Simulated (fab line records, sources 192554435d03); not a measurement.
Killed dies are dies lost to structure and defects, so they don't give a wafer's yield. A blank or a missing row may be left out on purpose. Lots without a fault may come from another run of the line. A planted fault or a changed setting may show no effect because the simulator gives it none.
fab line records | flow n5_finfet
record lots=5 wafers=15 last_day=16
route steps=1938 shown WELL_APT@35 PMOS_HMC_CHANNEL_EPI@57 BEOL_M4@1111
lots that met no fault: from a run of the same line without faults
start_h: hours from the record's first day to the start of the lot's first wafer shown | wait_h: hours since the lot's step before | " the same as in the row above | L1.1+2: a row that stands for several wafers | - no value, or no start given | * or withheld: withheld | < > ~ a bound
route shown NAME@n: a module of which the file shows steps, and the number in the route of the first | usual: mean/standard deviation of fault-free wafers | same: alike in all rows | chamber/n: place in a boat | sites: the reading at each site | _std_site: their standard deviation | _edge_site: outer sites' mean less inner sites' | radius_mm: how far each site lies from the wafer's centre | mask NAME#n: copy n | behind: the tool/chamber that last shaped the wafer | hold: why the lot was held/for how many hours/how that ended | device: the transistor (n, p or np) that didn't switch | end of line: the same wafers' tests at the end of the route | a step without rows: its recipe alone | killed: dies lost to structure and defects at the first sort, not the wafer's yield | map: a wafer's dies, x killed, . not, _ none there
set.NAME: the setting as run; set.NAME@STEP: as run at that earlier step | model.NAME: the simulator's own value behind a step, which no gauge read
lots at some steps of the route; a table a step, a row a wafer
services: from which hour (start_h, from the record's first day; less than 0 if before it) a tool's chamber was out of use, for how many hours, and why
## steps
# step N5_WELL_APT_HMDS_18
# recipe time_s=60 temp_c=120
# step N5_WELL_APT_COAT_19
# recipe spin_rpm=1357 resist_thk_nm=950
# step N5_WELL_APT_EBR_21
# recipe solvent=PGMEA ebr_width_mm=1.5
# step N5_WELL_APT_SOFTBAKE_20
# recipe temp_c=130 time_s=60
# step N5_WELL_APT_EXPOSE_22
# recipe mask_id=PWELL na=0.8 source_shape=conventional sigma_outer=0.8 polarization=unpolarized defocus_nm=0 target_cd_nm=200 dose_mj=23.2
# step N5_WELL_APT_PEB_23
# recipe peb_temp_c=130 peb_time_s=90
# step N5_WELL_APT_DEVELOP_24
# recipe develop_time_s=45 rinse_liquid=surfactant_rinse dry=air_spin dev_temp_c=21
# step N5_WELL_APT_HARDBAKE_29
# recipe temp_c=130 time_s=120
# step N5_WELL_APT_DESCUM_30
# recipe chemistry=O2 time_s=7.9 source_power_w=50 bias_power_w=20 pressure_mtorr=20 rf_frequency_hz=2.712e+07 temp_c=40 o2_flow_sccm=225
# step N5_WELL_APT_IMPLANT_31
# recipe species=B energy_kev=60 dose_cm2=1.5e+13 tilt_deg=0 rotation_deg=0
# usual beam_energy_keV=59.997/0.018 rotation_deg=0.002/0.018
# columns lot.wafer tool chamber start_h wait_h beam_energy_keV rotation_deg model.implant.rp_nm model.implant.drp_nm
L603.1 implanter-02 0 63.59 0.1 60.004 0.009 189.8 64.53
L603.2 " 0 " " 60.028 0.031 189.8 64.53
L603.6 " 0 " " 59.988 0.025 189.8 64.53
L608.1 implanter-02 0 93.78 0.1 48.214 -0.008 153.5 57.23
L608.5 " 0 " " 48.229 0.010 153.5 57.23
L608.6 " 0 " " 48.213 0.013 153.5 57.23
L609.1 implanter-02 0 98.92 0.1 48.238 -0.003 149.1 57.23
L609.2 " 0 " " 48.250 0.001 149.1 57.23
L609.6 " 0 " " 48.226 0.001 149.1 57.23
L610.2 implanter-02 0 105.21 0.1 48.224 -0.005 151 57.23
L610.5 " 0 " " 48.229 0.003 151 57.23
L610.6 " 0 " " 48.235 0.032 151 57.23
L611.4 implanter-01 0 111.46 0.2 59.962 -0.031 192.6 64.53
L611.5 " 0 " " 59.998 -0.018 192.6 64.53
L611.6 " 0 " " 59.994 0.004 192.6 64.53
# step N5_WELL_APT_IMPLANT_32
# recipe species=BF2 energy_kev=50 dose_cm2=2e+13 tilt_deg=0 rotation_deg=0
# step N5_WELL_APT_STRIP_33
# recipe chemistry=SPM time_s=900 temp_c=130 h2so4_h2o2_vol_ratio=4 dry=ipa_marangoni
# step N5_WELL_APT_RTA_34
# recipe temp_c=1000 time_s=10 ambient=N2 idle_temp_c=600 ramp_up_c_per_s=150 ramp_down_c_per_s=60 cool_to_c=600
# step N5_WELL_APT_OXIDE_STRIP_42
# recipe chemistry=dHF dilution=25:1 time_s=45 temp_c=25 target=SiO2 target_depth_a=120
# step N5_WELL_APT_PRECLEAN_36
# recipe chemistry=O3/DIW time_s=45 temp_c=22 o3_ppm=10
# step N5_WELL_APT_PRECLEAN_39
# recipe chemistry=dHF time_s=60 dilution=150:1 temp_c=25
# step N5_WELL_APT_SRD_37
# recipe dry=ipa_marangoni do_ppb=5 time_s=30 temp_c=23 rinse_liquid=diw
# step N5_WELL_APT_EPI_41
# recipe material=Si target_thk_a=500 temp_c=650 precursor=SiH4/H2 pressure_torr=20 time_s=297.7
# step N5_PMOS_HMC_CHANNEL_EPI_HM_DEP_34
# recipe material=SiO2 target_thk_a=360 temp_c=400 precursor=TEOS/O2 pressure_torr=6.5 rf_w=900 teos_flow_sccm=161.4 gas=O2 flow_sccm=2650 time_s=6.9
# step N5_PMOS_HMC_CHANNEL_EPI_COAT_31
# recipe resist=BARC temp_c=205 time_s=60 spin_rpm=1500 resist_thk_nm=66
# step N5_PMOS_HMC_CHANNEL_EPI_COAT_03
# recipe resist=CAR-ArF-block spin_rpm=1500 resist_thk_nm=205
# step N5_PMOS_HMC_CHANNEL_EPI_EBR_05
# recipe solvent=PGMEA ebr_width_mm=1.5
# step N5_PMOS_HMC_CHANNEL_EPI_SOFTBAKE_04
# recipe temp_c=110 time_s=60 resist=CAR-ArF-block
# step N5_PMOS_HMC_CHANNEL_EPI_EXPOSE_06
# recipe mask_id=PMOS_HMC_BLK na=1.35 source_shape=conventional sigma_outer=0.8 polarization=unpolarized target_cd_nm=240 dose_mj=41
# step N5_PMOS_HMC_CHANNEL_EPI_PEB_07
# recipe peb_temp_c=110 peb_time_s=60 resist=CAR-ArF-block
# step N5_PMOS_HMC_CHANNEL_EPI_DEVELOP_08
# recipe develop_time_s=30 developer=TMAH resist=CAR-ArF-block dev_temp_c=23 rinse_liquid=diw dry=air_spin
# step N5_PMOS_HMC_CHANNEL_EPI_DESCUM_14
# recipe chemistry=O2 time_s=7.9 source_power_w=50 bias_power_w=20 pressure_mtorr=20 rf_frequency_hz=2.712e+07 temp_c=40 resist=CAR-ArF-block o2_flow_sccm=225
# step N5_PMOS_HMC_CHANNEL_EPI_ETCH_32
# recipe chemistry=N2/H2 target=BARC stop_on=SiO2 target_depth_a=858 over_etch_frac=0.3 time_s=50.3 ion_energy_ev=200 mask_material=CAR-ArF-block pressure_mtorr=30 source_w=840 bias_w=150 n2_flow_sccm=200 h2_flow_sccm=200
# step N5_PMOS_HMC_CHANNEL_EPI_HM_OPEN_15
# recipe chemistry=CHF3/O2 target=SiO2 mask_material=CAR-ArF-block target_depth_a=406 CHF3_flow_sccm=50 O2_flow_sccm=5 Ar_flow_sccm=200 time_s=20.3 pressure_mtorr=30 source_w=650 bias_w=170 ion_energy_ev=200
# step N5_PMOS_HMC_CHANNEL_EPI_STRIP_33
# recipe chemistry=N2/H2 power_w=500 temp_c=40 pressure_mtorr=50 rf_frequency_hz=6e+07 overash_fraction=0.3 bias_power_w=8 h2_frac=0.5 n2_flow_sccm=300 h2_flow_sccm=300
# step N5_PMOS_HMC_CHANNEL_EPI_STRIP_17
# recipe chemistry=SPM time_s=750 temp_c=130 h2so4_h2o2_vol_ratio=4 dry=ipa_marangoni
# step N5_PMOS_HMC_CHANNEL_EPI_ETCH_38
# recipe chemistry=CF4 target=SiO2 target_depth_a=15 ion_energy_ev=350 pressure_mtorr=10 icp_w=800 bias_w=400 cf4_flow_sccm=80
# step N5_PMOS_HMC_CHANNEL_EPI_FIN_RECESS_16
# recipe chemistry=HBr/Cl2 target=Si mask_material=SiO2 target_depth_a=540 time_s=18 pressure_mtorr=10 icp_w=800 bias_w=75 HBr_flow_sccm=150 Cl2_flow_sccm=80
# step N5_PMOS_HMC_CHANNEL_EPI_PRECLEAN_36
# recipe chemistry=O3/DIW time_s=45 temp_c=22 o3_ppm=10
# step N5_PMOS_HMC_CHANNEL_EPI_PRECLEAN_18
# recipe chemistry=DHF time_s=30 temp_c=25 dilution=withheld
# step N5_BEOL_M4_RC_MEAS_101
# usual DIBL_N=36.3/1.2 DIBL_P=36.7/1.5 IOFF_N=0.164/0.02 IOFF_P=0.214/0.024 ION_N=673/8.5 ION_P=461/5.9 RS_PWELL=3007/24 SS_N=71.6/0.44 SS_P=73.3/0.55 VT_N=249.4/2.4 VT_P=-250.0/2.3
# columns lot.wafer tool chamber start_h wait_h DIBL_N[mV/V] DIBL_P[mV/V] IOFF_N[nA/um] IOFF_P[nA/um] ION_N[uA/um] ION_P[uA/um] RS_PWELL[ohm/sq] SS_N[mV/dec] SS_P[mV/dec] VT_N[mV] VT_P[mV]
L603.1 prober-01 0 233.70 0.0 35.2 36.6 0.156 0.211 676 465 3010 70.9 72.7 247.4 -249.8
L603.2 " 0 " " 35.7 36.8 0.159 0.204 677 457 3029 71.3 73.1 248.4 -252.8
L603.6 " 0 " " 35.8 37.0 0.169 0.213 676 459 2988 71.2 72.8 249.8 -250.5
L609.1 prober-01 0 253.74 0.0 37.5 37.5 0.181 0.254 683 468 3332 71.5 74.0 249.4 -248.8
L609.2 " 0 " " 36.3 35.7 0.156 0.210 676 464 3297 71.6 72.7 251.2 -250.6
L609.6 " 0 " " 35.3 34.9 0.148 0.198 664 457 3292 71.4 72.8 251.6 -251.7
L608.1 prober-02 0 254.03 0.0 37.5 38.8 0.176 0.203 665 453 3233 72.3 73.5 247.7 -253.1
L608.5 " 0 " " 36.8 37.6 0.158 0.184 666 452 3283 71.1 72.7 251.2 -250.3
L608.6 " 0 " " 38.6 39.2 0.200 0.215 663 450 3262 72.1 73.4 249.5 -252.6
L610.2 prober-02 0 260.07 0.2 35.0 35.8 0.132 0.198 669 465 3344 71.0 72.8 254.1 -248.2
L610.5 " 0 " " 35.2 35.6 0.134 0.196 664 460 3330 70.6 72.4 251.3 -249.8
L610.6 " 0 " " 37.0 38.4 0.169 0.239 672 465 3339 72.0 74.3 252.0 -244.9
L611.4 prober-02 0 269.64 0.5 35.1 35.0 0.141 0.202 673 470 2971 71.4 73.9 250.7 -248.7
L611.5 " 0 " " 36.4 36.7 0.170 0.235 684 469 2983 71.8 73.5 247.5 -247.0
L611.6 " 0 " " 36.2 35.9 0.164 0.214 674 464 2987 71.7 73.3 249.1 -249.4
## services
# columns tool chamber start_h hours kind
implanter-02 - 46.58 6.0 pm
implanter-01 - 53.83 6.5 repair
implanter-01 - 85.67 20.5 pm
## key
first_sign step=N5_WELL_APT_IMPLANT_31 reading=beam_energy_keV direction=down sigmas=99+ usual=59.997 struck=48.229
effect step=N5_BEOL_M4_RC_MEAS_101 reading=RS_PWELL direction=up sigmas=12 usual=3007 struck=3301
model_effect step=N5_WELL_APT_IMPLANT_31 value=implant.rp_nm without=185 struck=151.2
met_at N5_WELL_APT_IMPLANT_31
struck_wafers L608.1,L608.5,L608.6,L609.1,L609.2,L609.6,L610.2,L610.5,L610.6
onset_between 63.59 93.78
fault kind=process_parameter_drift tool=implanter-02 chamber=- onset_h=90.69 steps=N5_WELL_APT_IMPLANT_31 channel=energy_kev offset=-11.763 shape=step end_h=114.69 acts_in=these_recipes_only stated=60
